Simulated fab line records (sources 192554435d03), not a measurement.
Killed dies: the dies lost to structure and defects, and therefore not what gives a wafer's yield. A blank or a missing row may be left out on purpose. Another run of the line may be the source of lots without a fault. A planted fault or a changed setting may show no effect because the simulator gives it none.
Split-lot study + flow n5-finfet + 21 wafers read from 7 lots, route of 1938 steps

ABOUT THE SPLIT
At N5_BEOL_M8_ETCH_62 (etches SOC in N2/H2, target depth 110 nm, overetch 22 nm, time 165 s), the setting source-w was moved away from the recipe's 840 W on 9 of the 21 wafers read, by -15.1% to +11.1%. For the rest of the wafers, this setting stayed at what the recipe calls for.

The reading is taken at the split's own step.

THE READING
rf-vpp-V, in V, at N5_BEOL_M8_ETCH_62 (etches SOC in N2/H2, target depth 110 nm, overetch 22 nm, time 165 s). On this fab line, fault-free wafers typically give 524.6 V with a standard deviation of 2.7 V.

| wafer  | tool, chamber at the split | source-w as run, W | against the recipe | rf-vpp-V, V | against lot-mates on the recipe |
|--------|----------------------------|--------------------|--------------------|-------------|---------------------------------|
| L077.1 | rie-diel-01, 0             | 840                | recipe             | 522.7       | -                               |
| L077.3 | rie-diel-01, 2             | 933.3              | +11.1%             | 510.9       | -11.8                           |
| L077.4 | rie-diel-01, 3             | 933.3              | +11.1%             | 509.4       | -13.3                           |
| L080.1 | rie-diel-01, 3             | 713.2              | -15.1%             | 556.6       | +34.7                           |
| L080.3 | rie-diel-01, 0             | 713.2              | -15.1%             | 553.7       | +31.8                           |
| L080.4 | rie-diel-01, 1             | 840                | recipe             | 521.9       | -                               |
| L082.1 | rie-diel-01, 2             | 840                | recipe             | 526.8       | -                               |
| L082.4 | rie-diel-01, 1             | 728.9              | -13.2%             | 548.2       | +21.2                           |
| L082.6 | rie-diel-01, 2             | 840                | recipe             | 527.2       | -                               |
| L086.2 | rie-diel-04, 1             | 915.6              | +9.0%              | 510.7       | -17.3                           |
| L086.4 | rie-diel-04, 0             | 840                | recipe             | 528.0       | -                               |
| L086.6 | rie-diel-04, 1             | 915.6              | +9.0%              | 511.0       | -17.0                           |
| L091.1 | rie-diel-01, 0             | 840                | recipe             | 524.2       | -                               |
| L091.2 | rie-diel-01, 3             | 840                | recipe             | 527.6       | -                               |
| L091.3 | rie-diel-01, 2             | 840                | recipe             | 527.9       | -                               |
| L094.3 | rie-diel-02, 3             | 840                | recipe             | 523.6       | -                               |
| L094.5 | rie-diel-02, 2             | 840                | recipe             | 528.3       | -                               |
| L094.6 | rie-diel-02, 1             | 840                | recipe             | 520.5       | -                               |
| L095.2 | rie-diel-01, 2             | 736.7              | -12.3%             | 552.2       | +30.7                           |
| L095.3 | rie-diel-01, 1             | 736.7              | -12.3%             | 546.7       | +25.2                           |
| L095.6 | rie-diel-01, 0             | 840                | recipe             | 521.5       | -                               |

FIT RESULTS
A straight line over all 21 wafers: rf-vpp-V changes by -1.77 V for each +1% of source-w; r = -0.98; the points scatter about the line by 3 V.
The same after taking each lot's own level away (the mean of its wafers on the recipe; 21 wafers): -1.88 V for each +1%; r = -0.97; scatter 3.7 V.
The reading moves by 28 V for the largest change in source-w, on that fit.
The lots' own levels span 521.50 to 528.00 V, that is 2.4 times the standard deviation above.
So the lot-to-lot level changes the slope little: the two slopes agree.
Check: with one of the wafers moved furthest among these (-15.1%) left out of the fit, the line predicts +28.7 V for it against its lot-mates. Against them it came out at +34.7 V.
Tool readings at the split's step, against how far the setting was moved: rf-vpp-V r = -0.98.

THESE WAFERS: OTHER SPLITS
These wafers also went through other splits before the reading. Each is held against what the fit with the lots' levels taken away leaves over:
| other split on the same wafers     | wafers away from the commonest value | r with rf-vpp-V (lot level and that fit taken away) |
|------------------------------------|--------------------------------------|-----------------------------------------------------|
| N5_BEOL_M6_TRENCH_ETCH_37 source-w | 7                                    | +0.06                                               |
| N5_BEOL_M7_PECVD_70 temp-c         | 10                                   | -0.52                                               |
| N5_BEOL_M7_COAT_59 spin-rpm        | 9                                    | -0.26                                               |

THE FILE'S OWN FIT
rf-vpp-V changes by -1.87 V for each +1% of source-w, r = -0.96.
